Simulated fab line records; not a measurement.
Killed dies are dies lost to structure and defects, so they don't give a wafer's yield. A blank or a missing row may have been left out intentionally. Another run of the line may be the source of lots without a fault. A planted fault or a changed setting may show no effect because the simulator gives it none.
Check for tools in common | flow n5 finfet | 10 lots, 30 wafers sampled

## REASON IT WAS OPENED
Flagged at N5_BEOL_M0_SAQP_CD_MEAS_14: reading cd nm, on 3 of 10 lots. Fault-free wafers read 42.5 nm, with a standard deviation of 0.35.
Rule: a lot is flagged when every wafer of it that has a number lies more than 4 standard deviations from that mean, or none has a number. The rest of the lots are taken to be sound.

lot  | measured     | on        | cd nm (nm), wafer by wafer | flag
L898 | day 5 14:52  | cd sem-03 | 42.4 42.7 42.3             |
L899 | day 5 18:24  | cd sem-03 | 42.3 42.0 42.1             |
L902 | day 6 12:25  | cd sem-02 | 39.2 38.9 38.9             | FLAGGED
L903 | day 7 00:34  | cd sem-02 | 40.4 39.9 39.9             | FLAGGED
L904 | day 7 03:31  | cd sem-03 | 39.8 39.4 39.8             | FLAGGED
L910 | day 8 18:54  | cd sem-01 | 42.8 42.9 42.5             |
L914 | day 9 20:59  | cd sem-03 | 42.4 42.4 42.4             |
L917 | day 10 07:13 | cd sem-03 | 43.1 42.9 43.2             |
L918 | day 10 10:44 | cd sem-02 | 43.0 42.6 42.7             |
L921 | day 11 04:20 | cd sem-01 | 42.4 42.6 42.6             |
Average over the flagged lots: 39.6 nm; offset from the usual -2.9 nm, equal to -8 standard deviations.

## WHICH TOOL EACH LOT WENT THROUGH
The record holds 3 process steps before the reading, out of a route of 1938 steps. In each cell: the tool, then ch and the chambers that the sampled wafers went through, then the start.
lot  | flag    | N5_BEOL_M0_SAQP_ILD_DEP_01     | N5_BEOL_M0_SAQP_HM_DEP_111     | N5_BEOL_M0_SAQP_PEB_12
L898 |         | pecvd-04 ch 0,1,2, day 5 12:52 | pecvd-01 ch 0,1,2, day 5 14:32 | litho track-01 ch 0, day 5 14:47
L899 |         | pecvd-03 ch 0,2, day 5 15:53   | pecvd-03 ch 1,2, day 5 18:05   | litho track-05 ch 0, day 5 18:20
L902 | FLAGGED | pecvd-04 ch 0,1,2, day 6 10:52 | pecvd-04 ch 0,1,2, day 6 12:06 | litho track-01 ch 0, day 6 12:21
L903 | FLAGGED | pecvd-04 ch 0,1,2, day 6 23:17 | pecvd-01 ch 0,1,2, day 7 00:15 | litho track-01 ch 0, day 7 00:30
L904 | FLAGGED | pecvd-03 ch 1,2, day 7 02:17   | pecvd-03 ch 1,2, day 7 03:10   | litho track-01 ch 0, day 7 03:26
L910 |         | pecvd-04 ch 1,2, day 8 16:37   | pecvd-03 ch 0,2, day 8 18:23   | litho track-04 ch 0, day 8 18:50
L914 |         | pecvd-01 ch 0,1,2, day 9 18:13 | pecvd-01 ch 0,1,2, day 9 20:32 | litho track-01 ch 0, day 9 20:55
L917 |         | pecvd-04 ch 1,2, day 10 04:51  | pecvd-04 ch 1,2, day 10 06:44  | litho track-04 ch 0, day 10 07:08
L918 |         | pecvd-03 ch 0,1, day 10 07:50  | pecvd-01 ch 0,1, day 10 10:17  | litho track-01 ch 0, day 10 10:40
L921 |         | pecvd-01 ch 0,2, day 11 03:07  | pecvd-04 ch 0,2, day 11 04:01  | litho track-01 ch 0, day 11 04:16
What is done by these steps:
- N5_BEOL_M0_SAQP_ILD_DEP_01: deposits SiOC from DEMS/O2, target thk 45.419 nm, time 8.7 s.
- N5_BEOL_M0_SAQP_HM_DEP_111: deposits SiO2 from SiH4/N2O, target thk 12 nm, time 7.2 s.
- N5_BEOL_M0_SAQP_PEB_12: peb time 60 s.
- N5_BEOL_M0_SAQP_CD_MEAS_14: target cd 42.5 nm.

## FLAGGED OVER TOTAL, TOOL BY TOOL (the gauges that took the reading come last)
step                       | tool           | lots run | flagged | share of the flagged lots | sound lots run after its first flagged lot
N5_BEOL_M0_SAQP_ILD_DEP_01 | pecvd-01       | 2        | 0       | none                      | -
N5_BEOL_M0_SAQP_ILD_DEP_01 | pecvd-03       | 3        | 1       | some                      | 1 (L918)
N5_BEOL_M0_SAQP_ILD_DEP_01 | pecvd-04       | 5        | 2       | some                      | 2 (L910,L917)
N5_BEOL_M0_SAQP_HM_DEP_111 | pecvd-01       | 4        | 1       | some                      | 2 (L914,L918)
N5_BEOL_M0_SAQP_HM_DEP_111 | pecvd-03       | 3        | 1       | some                      | 1 (L910)
N5_BEOL_M0_SAQP_HM_DEP_111 | pecvd-04       | 3        | 1       | some                      | 2 (L917,L921)
N5_BEOL_M0_SAQP_PEB_12     | litho track-01 | 7        | 3       | all                       | 3 (L914,L918,L921)
N5_BEOL_M0_SAQP_PEB_12     | litho track-04 | 2        | 0       | none                      | -
N5_BEOL_M0_SAQP_PEB_12     | litho track-05 | 1        | 0       | none                      | -
N5_BEOL_M0_SAQP_CD_MEAS_14 | cd sem-01      | 2        | 0       | none                      | -
N5_BEOL_M0_SAQP_CD_MEAS_14 | cd sem-02      | 3        | 2       | some                      | 1 (L918)
N5_BEOL_M0_SAQP_CD_MEAS_14 | cd sem-03      | 5        | 1       | some                      | 2 (L914,L917)

## THE TABLE: WHAT IT ALLOWS
Rows of the table that ran each flagged lot: 1, that is litho track-01 at N5_BEOL_M0_SAQP_PEB_12.
- litho track-01 at N5_BEOL_M0_SAQP_PEB_12 ran 7 lots, 3 of them flagged. Sound lots ran on it after the first flagged one (L914, L918, L921), which a lasting fault on the whole tool wouldn't allow.
No row of the table ran every flagged lot and no sound lot after the first.

## WHAT THE SIMULATOR HAD INSERTED
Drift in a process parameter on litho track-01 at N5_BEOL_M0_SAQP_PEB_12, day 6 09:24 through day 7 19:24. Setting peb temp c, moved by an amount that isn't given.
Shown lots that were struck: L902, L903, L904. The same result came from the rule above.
